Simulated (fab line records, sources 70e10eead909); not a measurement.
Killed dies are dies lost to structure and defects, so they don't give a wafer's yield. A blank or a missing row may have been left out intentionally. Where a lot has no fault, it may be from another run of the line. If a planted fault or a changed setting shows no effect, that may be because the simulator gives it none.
Chamber matching	flow nandHarc	NHARC_A_CONTACT_ETCH_88 on rieDiel-08: 4 sister chambers
The step etches the open film in CF4, target depth 39 nm, time 65 s. 24 wafers are shown with their chamber, then 12 later ones without.

WAFERS, EACH WITH ITS CHAMBER
wafer	chamber	showerheadPlenumPTorr (Torr)	rfVppV (V)	oesProductAu (a.u.)
L074.4	0	1.82	151.7	0.995
L074.5	1	1.70	149.9	0.998
L074.6	0	1.82	151.5	0.992
L075.2	1	1.70	149.3	1.005
L075.3	0	1.82	152.0	0.998
L075.5	0	1.82	151.6	0.987
L082.1	0	1.82	149.9	0.984
L082.3	3	1.84	151.3	0.991
L082.6	3	1.84	152.3	0.997
L083.1	1	1.70	149.5	0.991
L083.4	2	1.85	152.5	0.988
L083.6	0	1.82	151.6	0.985
L084.2	0	1.82	152.3	0.996
L084.5	3	1.84	152.1	1.005
L084.6	2	1.84	152.0	1.000
L085.1	1	1.70	150.1	1.000
L085.2	3	1.84	153.9	1.001
L085.3	0	1.82	152.1	0.989
L086.3	0	1.81	152.7	0.983
L086.4	2	1.84	153.4	0.996
L086.6	2	1.84	152.0	1.000
L090.3	2	1.84	153.2	0.989
L090.4	1	1.70	151.0	1.007
L090.6	1	1.70	150.3	1.000

SIGNATURES (means of the wafers above)
reading	chamber 0	chamber 1	chamber 2	chamber 3	scatter within a chamber
showerheadPlenumPTorr	1.8189	1.7000	1.8420	1.8400	0.00291
rfVppV	151.711	150.017	152.620	152.400	0.776
oesProductAu	0.98989	1.00017	0.99460	0.99850	0.0057
Rule: for a wafer and a chamber, the distance is found by dividing, reading by reading, the gap between the wafer's reading and the chamber's mean by the reading's scatter, squaring, summing and taking the root. If the next closest chamber is less than 2 further off than the closest, the wafer can't be placed; otherwise it belongs to the closest. How the scatter is found: for the shown wafers, subtract from each reading the mean of its chamber, square and add these, divide the total by (wafers less chambers), then take the root.

WAFERS WITH NO CHAMBER GIVEN
wafer	showerheadPlenumPTorr (Torr)	rfVppV (V)	oesProductAu (a.u.)
L093.2	1.84	152.8	0.990
L093.5	1.84	150.5	0.996
L093.6	1.84	152.7	0.986
L092.2	1.70	150.8	0.993
L092.4	1.84	152.8	1.006
L092.6	1.84	152.2	1.005
L094.2	1.84	151.5	0.998
L094.4	1.81	151.2	0.996
L094.6	1.81	150.2	0.990
L097.2	1.84	154.3	1.004
L097.4	1.69	149.7	0.996
L097.6	1.69	150.7	0.988

CHAMBER TAKEN BY EACH
wafer	from the rows above	in truth
L093.2	can't be placed: 2 or 3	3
L093.5	can't be placed: 3 or 2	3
L093.6	can't be placed: 2 or 3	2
L092.2	1	1
L092.4	can't be placed: 3 or 2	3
L092.6	can't be placed: 3 or 2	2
L094.2	can't be placed: 3 or 2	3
L094.4	0	0
L094.6	0	0
L097.2	can't be placed: 3 or 2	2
L097.4	1	1
L097.6	1	1
Correctly placed: 5 of 12. Unplaceable from these rows: 7, with the true chamber sitting among the candidates in 7. Placed wrongly: 0.
